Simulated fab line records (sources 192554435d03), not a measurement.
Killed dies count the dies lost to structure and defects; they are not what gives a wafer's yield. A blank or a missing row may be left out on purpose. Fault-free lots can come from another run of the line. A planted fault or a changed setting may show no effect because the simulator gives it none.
Lot-split experiment -- flow n5 finfet -- 7 lots, 39 wafers read, on a route of 1938 steps

## ABOUT THE SPLIT
At N5_ZERO_LAYER_DEVELOP_10 (develop time 60 s), the setting develop time s was moved away from the recipe's 60 s on 15 of the 39 wafers read, by -54.7% to +59.5%. The other wafers ran this setting at the recipe's value.

## BETWEEN THE SPLIT AND THE READING: the file shows 1 step in between
- N5_ZERO_LAYER_HARDBAKE_23: time 120 s

## THE READING
At N5_ZERO_LAYER_CD_MEAS_11: cd nm in nanometres, against a target cd of 2000 nm. Fault-free wafers of this fab line usually give 2000.9 nm, standard deviation 1.6 nm.

wafer,"tool, chamber at the split","develop time s as run, s",against the recipe,"cd nm, nm",against lot-mates on the recipe
L074.1,"litho track-04, 0",60,recipe,1999.3,-
L074.2,"litho track-04, 0",60,recipe,1999.8,-
L074.3,"litho track-04, 0",27.2,-54.7%,1984.5,-15.7
L074.4,"litho track-04, 0",27.2,-54.7%,1982.1,-18.1
L074.5,"litho track-04, 0",27.2,-54.7%,1984.0,-16.2
L074.6,"litho track-04, 0",60,recipe,2001.5,-
L075.1,"litho track-05, 0",46.16,-23.1%,1994.5,-3.9
L075.2,"litho track-05, 0",60,recipe,1998.3,-
L075.3,"litho track-05, 0",46.16,-23.1%,1995.8,-2.6
L075.4,"litho track-05, 0",46.16,-23.1%,1996.0,-2.4
L075.5,"litho track-05, 0",60,recipe,1999.4,-
L075.6,"litho track-05, 0",60,recipe,1997.4,-
L083.1,"litho track-03, 0",60,recipe,2001.8,-
L083.2,"litho track-03, 0",60,recipe,2000.1,-
L083.5,"litho track-03, 0",60,recipe,2001.4,-
L089.1,"litho track-03, 0",60,recipe,2003.9,-
L089.2,"litho track-03, 0",60,recipe,2003.4,-
L089.3,"litho track-03, 0",60,recipe,2002.8,-
L089.4,"litho track-03, 0",60,recipe,2006.0,-
L089.5,"litho track-03, 0",60,recipe,2005.6,-
L089.6,"litho track-03, 0",60,recipe,2002.0,-
L091.1,"litho track-03, 0",60,recipe,1999.1,-
L091.2,"litho track-03, 0",44.15,-26.4%,1991.3,-6.7
L091.3,"litho track-03, 0",44.15,-26.4%,1991.6,-6.4
L091.4,"litho track-03, 0",60,recipe,1998.0,-
L091.5,"litho track-03, 0",60,recipe,1996.8,-
L091.6,"litho track-03, 0",44.15,-26.4%,1996.4,-1.6
L092.1,"litho track-03, 0",60,recipe,2003.1,-
L092.2,"litho track-03, 0",92.25,+53.8%,2009.0,+6.6
L092.3,"litho track-03, 0",60,recipe,2001.1,-
L092.4,"litho track-03, 0",92.25,+53.8%,2009.7,+7.3
L092.5,"litho track-03, 0",60,recipe,2003.0,-
L092.6,"litho track-03, 0",92.25,+53.8%,2010.9,+8.5
L094.1,"litho track-04, 0",60,recipe,2000.5,-
L094.2,"litho track-04, 0",60,recipe,2000.3,-
L094.3,"litho track-04, 0",95.68,+59.5%,2009.8,+8.8
L094.4,"litho track-04, 0",60,recipe,2002.2,-
L094.5,"litho track-04, 0",95.68,+59.5%,2009.6,+8.6
L094.6,"litho track-04, 0",95.68,+59.5%,2008.6,+7.6

THE FIT
A straight line over all 39 wafers: cd nm changes by +0.214 nm for each +1% of develop time s; r = +0.91; the points scatter about the line by 2.9 nm.
The same after taking each lot's own level away (the mean of its wafers on the recipe; 39 wafers): +0.189 nm for each +1%; r = +0.92; scatter 2.3 nm.
That fit puts the effect of the largest move of develop time s on the reading at 11 nm.
The lots' own levels span 1997.97 to 2003.95 nm, that is 3.7 times the standard deviation above.
Hence the slope depends on the lot-to-lot level, as the two fits are not the same.
Check: +10.7 nm against its lot-mates is what the line predicts for one of the wafers moved furthest among these (+59.5%) when that wafer is left out of the fit. Against them it came out at +8.8 nm.

## THE WHOLE CHAIN: every reading that the file lists as answering this split, in the file's order
step,what it does,reading,change (the file's fit),r (the file's)
N5_ZERO_LAYER_CD_MEAS_11,target cd 2000 nm,cd nm,+0.188 nm for each +1% of the setting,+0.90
N5_ZERO_LAYER_DESCUM_16,"chemistry O2, time 7.9 s","ZERO_LAYER.cd nm (the simulator's own value, which no gauge read)",+0.189 nm for each +1% of the setting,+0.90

## THE FILE'S OWN FIT
cd nm changes by +0.188 nm for each +1% of develop time s, r = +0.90.
